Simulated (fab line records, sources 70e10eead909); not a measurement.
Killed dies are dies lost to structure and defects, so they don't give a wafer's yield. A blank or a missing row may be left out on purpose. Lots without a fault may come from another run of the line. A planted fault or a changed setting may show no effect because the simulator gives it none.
fab line records | flow nand_harc
record lots=12 wafers=36 last_day=25
route steps=1159 shown A_M0@994 HYBRID_BOND@1094 THIN_TSV@1103 END@1159
lots that met no fault: from a run of the same line without faults
start_h: hours from the record's first day to the start of the lot's first wafer shown | wait_h: hours since the lot's step before | " the same as in the row above | L1.1+2: a row that stands for several wafers | - no value, or no start given | * or withheld: withheld | < > ~ a bound
route shown NAME@n: a module of which the file shows steps, and the number in the route of the first | usual: mean/standard deviation of fault-free wafers | same: alike in all rows | chamber/n: place in a boat | sites: the reading at each site | _std_site: their standard deviation | _edge_site: outer sites' mean less inner sites' | radius_mm: how far each site lies from the wafer's centre | mask NAME#n: copy n | behind: the tool/chamber that last shaped the wafer | hold: why the lot was held/for how many hours/how that ended | device: the transistor (n, p or np) that didn't switch | end of line: the same wafers' tests at the end of the route | a step without rows: its recipe alone | killed: dies lost to structure and defects at the first sort, not the wafer's yield | map: a wafer's dies, x killed, . not, _ none there
set.NAME: the setting as run; set.NAME@STEP: as run at that earlier step | model.NAME: the simulator's own value behind a step, which no gauge read
steps of the route over a sample of lots; a table a step, a row a wafer
services: from which hour (start_h, from the record's first day; less than 0 if before it) a tool's chamber was out of use, for how many hours, and why
## steps
# step NHARC_A_M0_DEP_00
# recipe target_thk_a=1500 target_thk_nm=150 temp_c=withheld pressure_torr=5 flow_sccm=200 rf_w=600 material=SiOC
# columns lot.wafer tool chamber start_h wait_h
L711.1+5+4 pecvd-01 1,2,0 400.44 0.1
L712.1+3+6 pecvd-04 0,2,1 400.98 0.1
L713.2+6+4 pecvd-03 1,1,0 408.79 0.1
L715.3+1+4 pecvd-03 0,2,2 409.34 0.2
L717.2+5+6 pecvd-03 0,0,2 425.52 0.1
L716.3+2+6 pecvd-04 2,0,1 426.49 0.1
L719.2+3+5 pecvd-03 2,0,2 441.18 0.2
L727.3+1+6 pecvd-01 0,1,0 486.01 0.1
L730.2+5+4 pecvd-01 1,0,1 506.11 0.2
L731.3+1+5 pecvd-03 1,2,2 520.74 0.1
L732.2+3+1 pecvd-03 2,0,1 527.41 0.3
L734.2+3+5 pecvd-01 0,1,1 560.12 0.1
# step NHARC_HYBRID_BOND_ACTIVATE_00
# recipe time_s=60 n2_flow_sccm=200 ar_flow_sccm=0 bias_power_w=0 chemistry=N2
# usual drypump_motor_current_A=5.99/0.3 oes_product_au=1.004/0.0095 rf_vpp_V=64.2/0.85 showerhead_plenum_p_Torr=1.77/0.064
# columns lot.wafer tool chamber start_h wait_h drypump_motor_current_A oes_product_au rf_hours_counter_h rf_vpp_V showerhead_plenum_p_Torr
L711.4 rie_diel-06 1 413.41 0.1 6.24 1.006 61 63.5 1.74
L711.1 " 2 " " 6.42 0.970 55 63.9 1.79
L711.5 " 0 " " 6.35 1.010 - 64.1 1.66
L712.3 rie_diel-06 2 414.15 0.1 6.42 0.988 55 64.1 1.79
L712.1 " 3 " " 5.71 1.006 54 64.3 1.79
L712.6 " 2 " " 6.45 0.987 - 64.2 1.79
L713.2 rie_diel-08 2 422.32 0.1 5.95 0.988 11 64.2 1.86
L713.4 " 0 " " 5.92 0.993 - 64.6 1.75
L713.6 " 3 " " 5.64 1.017 - 65.1 1.69
L715.3 rie_diel-08 0 422.97 0.1 5.94 1.003 11 63.7 1.75
L715.1 " 3 " " 5.62 1.012 11 64.1 1.69
L715.4 " 3 " " 5.65 1.006 - 64.5 1.69
L717.2 rie_diel-06 0 439.18 0.1 6.36 0.988 5 63.2 1.66
L717.6 " 2 " " 6.40 1.010 - 64.8 1.79
L717.5 " 3 " " 5.71 0.997 - 64.1 1.79
L716.2 rie_diel-08 0 439.49 0.1 5.93 1.004 13 63.2 1.75
L716.3 " 2 " " 5.96 0.998 14 66.2 1.86
L716.6 " 0 " " 5.88 0.998 - 64.0 1.75
L719.5 rie_diel-08 0 453.86 0.1 5.88 0.980 - 64.0 1.75
L727.1 rie_diel-06 0 498.55 0.1 6.35 1.000 25 62.8 1.66
L727.3 " 2 " " 6.43 0.997 22 65.7 1.78
L727.6 " 1 " " 6.24 0.996 - 63.7 1.74
L730.2 rie_diel-08 1 518.51 0.1 6.33 0.999 1 63.7 1.83
L730.4 " 3 " " 5.67 0.995 4 63.4 1.69
L730.5 " 2 " " 5.97 1.007 - 64.4 1.86
L731.1 rie_diel-08 0 533.49 0.1 5.98 1.008 5 63.8 1.75
L731.3 " 2 " " 5.98 1.011 5 65.5 1.86
L731.5 " 1 " " 6.36 1.001 - 64.2 1.83
L732.3 rie_diel-08 0 541.10 0.1 5.93 1.022 6 63.7 1.75
L732.2 " 1 " " 6.33 1.008 3 63.0 1.83
L732.1 " 3 " " 5.63 1.011 6 62.0 1.69
L734.3 rie_diel-08 0 572.34 0.1 5.93 1.019 9 64.3 1.74
L734.2 " 1 " " 6.36 1.004 6 65.3 1.83
L734.5 " 0 " " 5.91 1.013 - 63.7 1.74
# step NHARC_THIN_TSV_THK_MEAS_02
# recipe thk_meas_gauge=ir
# usual thk_nm=2956/230
# columns lot.wafer tool chamber start_h wait_h thk_nm
L712.1 film_metro-01 - 425.93 0.2 2654
L712.3 " - " " 2286
L712.6 " - " " 2867
L711.1 film_metro-01 - 427.13 0.2 2627
L711.4 " - " " 2869
L711.5 " - " " 2915
L713.2 film_metro-02 - 436.84 0.2 2935
L713.4 " - " " 2955
L713.6 " - " " 2863
L715.1 film_metro-02 - 439.22 - 2875
L715.3 " - " " 3023
L715.4 " - " " 2948
L717.2 film_metro-01 - 452.17 - 2574
L717.5 " - " " 2813
L717.6 " - " " 3151
L716.2 film_metro-01 - 453.37 - 2832
L716.3 " - " " 2927
L716.6 " - " " 3026
L719.5 film_metro-01 - 465.46 0.1 2700
L727.1 film_metro-01 - 514.57 - 3046
L727.3 " - " " 2861
L727.6 " - " " 3250
L730.2 film_metro-02 - 528.16 - 3283
L730.4 " - " " 3407
L730.5 " - " " 3103
L731.1 film_metro-01 - 548.49 0.2 2400
L731.3 " - " " 2526
L731.5 " - " " 2580
L732.1 film_metro-01 - 559.59 - 3001
L732.2 " - " " 3258
L732.3 " - " " 2908
L734.2 film_metro-02 - 584.89 0.2 3038
L734.3 " - " " 2834
L734.5 " - " " 2651
# step NHARC_THIN_TSV_ETCHBACK_48
# recipe target_depth_a=10285 over_etch_frac=0.3 time_s=405.17 ion_energy_ev=250 c4f8_flow_sccm=withheld ar_flow_sccm=withheld rf_w=600 bias_w=300 chemistry=C4F8/Ar
# usual oes_product_au=0.96/0.039 rf_vpp_V=547/3.6
# columns lot.wafer tool chamber start_h wait_h oes_product_au rf_hours_counter_h rf_vpp_V
L712.1 rie_diel-04 0 429.26 - 0.92 10 548
L712.3 " 1 " " 0.92 10 549
L712.6 " 0 " " 0.92 - 547
L711.1 rie_diel-04 1 434.45 - 0.93 10 549
L711.4 " 2 " " 0.93 11 547
L711.5 " 1 " " 0.92 - 549
L713.2 rie_diel-04 1 440.02 - 1.00 11 549
L713.4 " 2 " " 1.01 11 547
L713.6 " 1 " " 1.00 - 551
L715.1 rie_diel-13 0 442.56 - 0.93 9 542
L715.4 " 2 " " 0.92 12 551
L715.3 " 3 " " 0.92 12 552
L717.2 rie_diel-04 2 455.56 - 0.93 12 547
L717.5 " 1 " " 0.93 - 552
L717.6 " 2 " " 0.93 - 545
L716.2 rie_diel-12 0 458.58 0.4 0.92 8 544
L716.3 " 3 " " 0.91 7 551
L716.6 " 0 " " 0.93 - 543
L719.5 rie_diel-13 3 469.07 - 1.02 - 551
L727.1 rie_diel-12 0 518.09 - 0.93 14 544
L727.3 " 3 " " 0.92 - 552
L727.6 " 0 " " 0.92 - 544
L730.2 rie_diel-13 1 531.54 - 0.93 4 543
L730.4 " 3 " " 0.93 5 551
L730.5 " 0 " " 0.94 - 542
L731.3 rie_diel-13 2 551.77 - 0.93 5 553
L731.1 " 1 " " 0.93 5 544
L731.5 " 2 " " 0.93 - 552
L732.2 rie_diel-04 2 562.93 - 0.92 5 547
L732.1 " 3 " " 0.93 5 547
L732.3 " 0 " " 0.90 6 547
L734.2 rie_diel-13 3 588.34 - 0.93 8 551
L734.3 " 0 " " 0.95 7 542
L734.5 " 3 " " 0.94 - 552
# step NHARC_END_SORT_01
# recipe temp_c=25
# usual defect_limited_yield=95.6/1.4 killed_at_array=26/9 killed_at_other=0.8/1.2 killed_at_periphery=3.2/2.3 killed_dies=30/9.1 killed_open=3.5/2 killed_short=1.8/1.4 sort_bin_2_pct=1.4/0.59 sort_bin_3_pct=0.25/0.22 sort_bin_4_pct=2.8/0.91 sort_n_pass=647/9.1 sort_rim_yield_pct=95.4/3 sort_yield_pct=95.6/1.4
# same gross_dies=677 sort_bin_5_pct[%]=0 sort_bin_6_pct[%]=0 sort_bin_7_pct[%]=0 sort_bin_8_pct[%]=0 sort_rim_n_gross=106.00
# columns lot.wafer tool chamber start_h wait_h defect_limited_yield[%] killed_at_array killed_at_other killed_at_periphery killed_dies killed_open killed_short sort_bin_2_pct[%] sort_bin_3_pct[%] sort_bin_4_pct[%] sort_n_pass sort_rim_yield_pct[%] sort_yield_pct[%]
L719.2 prober-02 0 482.20 2.8 0 672 0 5 677 4 0 96.9 0 3.1 0 0 0
L719.3 prober-02 0 483.00 3.1 0 675 0 2 677 3 2 98.1 0.44 1.5 0 0 0
L719.5 prober-02 0 484.60 3.7 95.6 25 0 5 30 3 2 1.3 0.30 2.8 647 93.4 95.6
# killed by level:class
L719.2 A_M0:area_dep=649 A_SLIT:chamber_film_flake=10 A_CONTACT:chamber_film_flake=6 P_M2:chamber_film_flake=3 A_STAIRCASE:chamber_film_flake=3 P_M0:geometric_particle:open=1 A_CHANNEL_FILL_D1:geometric_particle:open=1 A_CONTACT:geometric_particle:open=1
L719.3 A_M0:area_dep=652 A_SLIT:chamber_film_flake=12 A_STAIRCASE:chamber_film_flake=4 P_M2:chamber_film_flake=2 A_CONTACT:chamber_film_flake=2 A_CHANNEL_FILL_D1:geometric_particle:short=1 A_SGD_CUT:geometric_particle:open=1 A_BLC:geometric_particle:open=1
L719.5 A_SLIT:chamber_film_flake=10 A_CONTACT:chamber_film_flake=5 A_STAIRCASE:chamber_film_flake=4 P_M2:chamber_film_flake=3 A_WL_FILL:geometric_particle:short=2 P_ZERO_WELL:chamber_film_flake=2 A_SOURCE_PLATE:geometric_particle:open=1 A_SGD_CUT:geometric_particle:open=1
## services
# columns tool chamber start_h hours kind
rie_diel-12 - 379.51 9.0 pm
rie_diel-08 1 389.19 117.5 repair
pecvd-04 0 389.61 6.4 repair
rie_diel-13 0 409.66 5.0 repair
rie_diel-13 - 413.14 0.2 repair
rie_diel-06 - 418.20 9.0 pm
pecvd-01 - 418.39 13.0 pm
rie_diel-04 - 427.13 1.2 repair
pecvd-01 - 448.27 0.9 repair
rie_diel-12 2 448.39 1.4 repair
rie_diel-13 - 453.00 9.0 pm
pecvd-04 - 454.48 4.5 repair
pecvd-01 2 457.95 3.3 repair
rie_diel-12 0 463.77 9.3 repair
rie_diel-04 - 465.90 9.0 pm
rie_diel-06 2 467.81 8.1 repair
rie_diel-06 1 468.13 10.1 repair
pecvd-03 - 473.26 13.0 pm
rie_diel-04 - 477.13 0.4 repair
rie_diel-08 - 478.80 9.0 pm
rie_diel-13 0 513.87 6.6 repair
pecvd-01 2 524.80 6.5 repair
rie_diel-06 2 526.88 5.4 repair
rie_diel-04 2 541.93 3.6 repair
## key
first_sign step=NHARC_END_SORT_01 reading=sort_bin_2_pct direction=up sigmas=99+ usual=1.4 struck=97.5
effect step=NHARC_END_SORT_01 reading=killed_at_array direction=up sigmas=72 usual=26 struck=674
more_kills_born_at NHARC_A_M0_DEP_00@pecvd-03=1301
met_at NHARC_A_M0_DEP_00
struck_lots L719
struck_wafers L719.2,L719.3
later_rows_left_out L719.2,L719.3
not_acting_at NHARC_HYBRID_BOND_ACTIVATE_00,NHARC_THIN_TSV_THK_MEAS_02,NHARC_THIN_TSV_ETCHBACK_48
onset_between 425.52 441.18
fault kind=process_parameter_drift tool=pecvd-03 chamber=- onset_h=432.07 steps=NHARC_A_M0_DEP_00 channel=target_thk_a offset=* shape=step end_h=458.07 scope=struck_wafers_only acts_in=* stated=*
# later_rows_left_out: the simulator's readings of these wafers behind a module that went badly wrong aren't trusted and aren't shown, but for the sort
